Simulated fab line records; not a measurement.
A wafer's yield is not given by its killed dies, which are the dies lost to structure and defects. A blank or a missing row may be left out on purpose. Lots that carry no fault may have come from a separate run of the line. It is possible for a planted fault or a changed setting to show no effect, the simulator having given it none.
Struck lot and sound lot, side by side | flow n5-finfet | 15 steps out of a route of 1938
Sound: wafers L139.2, L139.3, L139.4. Struck: wafer L149.5 (left out: L149.4, a lot-mate that was not struck); the cause follows at the end.
Order at every step that has rows: each side's tool, ch and its chambers, its first start. Under that, the readings that differ: sound wafers | struck wafers | difference of the means | sigmas: that difference in standard deviations of wafers without a fault.
alike: a reading whose means differ by less than 2 such deviations, as well as words and numbers matching on both sides. not compared: withheld readings; readings where some wafer has no value; bounds like >300 that might hide an equal value; numbers whose values overlap and for which the record gives no deviation.
A row with sigmas, a row that says differs or no value, or rows on one side alone: a step with any of these is where the two part. Non-overlapping numbers with no deviation appear without sigmas and do not part them. Lack of a reading on every wafer of one side parts them only where that side has two or more wafers.

first, 1 step without rows for these wafers: N5_HKMG_FIN_STRIP_33 (strips in N2/H2).
N5_HKMG_FIN_STRIP_34: strips in CF4.
  sound on rie-diel-04 ch 0,1, day 5 09:32; struck on rie-diel-02 ch 1, day 7 20:56
  alike: drypump-motor-current-A, oes-product-au, rf-fwd-power-W, rf-vpp-V, showerhead-plenum-p-Torr, throttle-valve-pct
  not compared: rf-hours-counter-h
N5_HKMG_FIN_ETCH_35: etches SOC in N2/H2, target depth 215.8 nm, time 243.4 s.
  sound on rie-diel-04 ch 0,1, day 5 09:33; struck on rie-diel-02 ch 1, day 7 20:58
  alike: drypump-motor-current-A, oes-product-au, rf-fwd-power-W, rf-vpp-V, showerhead-plenum-p-Torr, throttle-valve-pct
  not compared: rf-hours-counter-h
then, 5 steps without rows for these wafers: N5_HKMG_FIN_STRIP_92 (strips SOC in N2/H2, time 20 s); N5_HKMG_FIN_WET_ETCH_18 (etches TiN in SC1, time 55 s, target depth 5.2 nm, rinse time 30 s); N5_HKMG_FIN_STRIP_19 (strips in N2/H2, time 360 s); N5_HKMG_FIN_ALD_91 (deposits TiN, target thk 1 nm, pulse time 1 s, purge time 3 s); N5_HKMG_FIN_COAT_85 (time 60 s, resist thk 300 nm).
N5_HKMG_FIN_ETCH_86: etches SOC in N2/H2, stops on TiN, target depth 393.2 nm.
  sound on rie-diel-02 ch 0,2,3, day 5 10:34; struck on rie-diel-02 ch 3, day 7 21:59
  alike: drypump-motor-current-A, oes-product-au, rf-fwd-power-W, rf-vpp-V, showerhead-plenum-p-Torr, throttle-valve-pct
  not compared: rf-hours-counter-h
then, 2 steps without rows for these wafers: N5_HKMG_FIN_STRIP_89 (strips SOC in N2/H2, time 20 s); N5_HKMG_FIN_WET_ETCH_87 (etches TiN in SC1, time 154.2 s, target depth 4.7 nm, rinse time 30 s).
N5_HKMG_FIN_STRIP_88: strips in N2/H2, time 360 s.
  sound on plasma-asher-02 ch 0,1, day 5 10:49; struck on plasma-asher-02 ch 0, day 7 22:21
  alike: drypump-motor-current-A, heater-power-w
  not compared: rf-hours-counter-h
N5_HKMG_FIN_NWFM_ALD_20: deposits TiAlC, target thk 2 nm, pulse time 3 s, purge time 2 s.
  sound on ald-metal-03 ch 0,1,3, day 5 11:12; struck on ald-metal-04 ch 2, day 7 22:37
  reading                                         | sound       | struck | difference | sigmas
  ald-cycles                                      | 7 7 7       | 4      | -3         |
  heater-power-w (W)                              | 479 497 507 | 616    | +122       | +2
  model.TiAlC_of_HKMG_FIN_NWFM_ALD_20.thk-nm (nm) | 2 2 2       | 1.2    | -0.8       |
  alike: precursor-pulse-height-rel
N5_HKMG_FIN_ALD_71: deposits TiN, target thk 1 nm, pulse time 1 s, purge time 3 s.
  sound on ald-metal-03 ch 0,1,3, day 5 11:18; struck on ald-metal-04 ch 2, day 7 22:43
  alike: heater-power-w, precursor-pulse-height-rel
  not compared: ald-cycles
then, 1 step without rows for these wafers: N5_PASSIVATION_PROBE_49.

== WHERE THEY PART ==
N5_HKMG_FIN_NWFM_ALD_20 only, going by this record. Later steps at which nothing parts them and some readings are alike: N5_HKMG_FIN_ALD_71.

WHY: what the simulator had put in
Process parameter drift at N5_HKMG_FIN_NWFM_ALD_20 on ald-metal-04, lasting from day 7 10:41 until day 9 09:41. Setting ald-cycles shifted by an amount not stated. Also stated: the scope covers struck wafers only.
